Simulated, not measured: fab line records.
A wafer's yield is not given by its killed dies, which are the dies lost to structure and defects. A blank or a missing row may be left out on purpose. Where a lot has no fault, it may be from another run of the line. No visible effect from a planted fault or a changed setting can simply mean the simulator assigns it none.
Comparing a struck lot with a sound one :: flow n5 finfet :: 37 out of 1938 route steps
Sound: these wafers, L518.1, L518.3, L518.4. Struck: wafer L524.6 (left out: L524.2, L524.3 of the same lot, which were not struck); the cause appears at the end.
Per side, at each step with rows, come the tool, then ch with its chambers, and then its first start. Under that, the readings that differ: sound wafers :: struck wafers :: difference of the means :: sigmas: that difference in standard deviations of wafers without a fault.
alike: readings whose means differ by less than 2 such deviations, and words and numbers that are the same on both sides. not compared: withheld readings, readings that some wafer has no value for, bounds like >300 that may hide the same value, and numbers for which the record gives no deviation and whose values overlap.
The two part at a step that has a row with sigmas, a row that says differs or no value, or rows on one side only. When numbers do not overlap yet have no deviation, they are printed without sigmas and do not part them. Lack of a reading on every wafer of one side parts them only where that side has two or more wafers.

first, 8 steps without rows for these wafers: N5_BEOL_M15_SPUTTER_43 (material TaN, target thk 15 nm, time 24.19 s); N5_BEOL_M15_SPUTTER_44 (material Ta, target thk 15 nm, time 24.19 s); N5_BEOL_M15_SPUTTER_45 (material Cu, target thk 100 nm, time 16.67 s); N5_BEOL_M15_ECD_47 (material Cu, target thk 1860 nm); N5_BEOL_M15_ANNEAL_48 (time 90 s); N5_BEOL_M15_CMP_49 (polishes, stops on SiO2, t overpolish 4.9 s, target thk 850 nm); N5_BEOL_M15_PRE_CLEAN_52 (time 15 s); N5_BEOL_M15_DEP_53 (deposits SiCN from 3MS/NH3, target thk 50 nm, time 17.8 s).
N5_PASSIVATION_PECVD_00: deposits SiO2 from SiH4/N2O, target thk 200 nm, time 11.2 s.
  sound on pecvd-01 ch 0,1,2, day 15 04:35; struck on pecvd-01 ch 0, day 15 21:37
reading: model.SiO2_of_PASSIVATION_PECVD_00.thk nm (nm)
sound: 199.8 198.4 202.6
struck: 91.2
difference: -109.1
sigmas: 
  alike: heater power w, showerhead plenum p Torr, throttle valve pct
then, 26 steps without rows for these wafers: N5_MIM_BOT_DEGAS_01 (time 60 s); N5_MIM_BOT_SPUTTER_00 (material TiN, target thk 35 nm, time 89.7 s); N5_MIM_TOP_ALD_00 (deposits Al2O3, purge time 3 s, co reactant pulse time 3 s); N5_MIM_TOP_ALD_01 (deposits HfO2, target thk 5.6 nm, pulse time 1 s, purge time 3 s); N5_MIM_TOP_ALD_02 (deposits Al2O3, purge time 3 s, co reactant pulse time 3 s); N5_MIM_TOP_DEGAS_04 (time 60 s); N5_MIM_TOP_SPUTTER_03 (material TiN, target thk 35 nm, time 89.7 s); N5_MIM_TOP_LITHO_HMDS_01 (time 60 s); N5_MIM_TOP_LITHO_COAT_02; N5_MIM_TOP_LITHO_EBR_04; N5_MIM_TOP_LITHO_SOFTBAKE_03 (time 90 s); N5_MIM_TOP_LITHO_EXPOSE_05 (exposes mask MIM TOP, target cd 2000 nm); N5_MIM_TOP_LITHO_PEB_06; N5_MIM_TOP_LITHO_DEVELOP_07 (develop time 60 s); N5_MIM_TOP_LITHO_HARDBAKE_09 (time 120 s); N5_MIM_TOP_LITHO_DESCUM_10 (chemistry O2, time 7.9 s); N5_MIM_TOP_ETCH_ETCH_00 (etches TiN in Cl2/BCl3, target depth 38.5 nm); N5_MIM_TOP_ETCH_STRIP_01 (strips in O2); N5_MIM_TOP_ETCH_PECVD_03 (deposits SiNx from SiH4/NH3/N2, target thk 20 nm, time 17.6 s); N5_MIM_BOT_LITHO_HMDS_01 (time 60 s); N5_MIM_BOT_LITHO_COAT_02; N5_MIM_BOT_LITHO_EBR_04; N5_MIM_BOT_LITHO_SOFTBAKE_03 (time 90 s); N5_MIM_BOT_LITHO_EXPOSE_05 (exposes mask MIM BOT); N5_MIM_BOT_LITHO_PEB_06; N5_MIM_BOT_LITHO_DEVELOP_07 (develop time 60 s).
N5_MIM_BOT_ETCH_ETCH_00: etches TiN in Cl2/BCl3, target depth 45.5 nm.
  sound on rie metal-03 ch 0,1, day 15 08:53; struck on rie metal-02 ch 1, day 16 05:25
reading: model.SiO2_of_PASSIVATION_PECVD_00.thk nm (nm)
sound: 197.4 195.8 200
struck: 88.6
difference: -109.1
sigmas: 
  alike: drypump motor current A, oes product au, throttle valve pct
  not compared: rf hours counter h
N5_PASSIVATION_PROBE_49:
  sound: prober-02 at day 15 17:07; struck: prober-01 at day 16 14:02
reading: killed at contacts
sound: 5 3 5
struck: 20
difference: +16
sigmas: +3

reading: killed at front end
sound: 52 62 32
struck: 18
difference: -31
sigmas: -2

reading: killed on rim
sound: 13 12 11
struck: 20
difference: +8
sigmas: +2
  alike: defect limited yield, killed_at_M0_to_M3, killed_at_M4_up, killed at other, killed dies, killed open, killed short, sort_bin_5_function, sort_bin_6_memory, sort n pass, sort yield pct

== WHERE THEY PART ==
Only at N5_PASSIVATION_PROBE_49, as far as this record shows.

WHY: what the simulator had put in
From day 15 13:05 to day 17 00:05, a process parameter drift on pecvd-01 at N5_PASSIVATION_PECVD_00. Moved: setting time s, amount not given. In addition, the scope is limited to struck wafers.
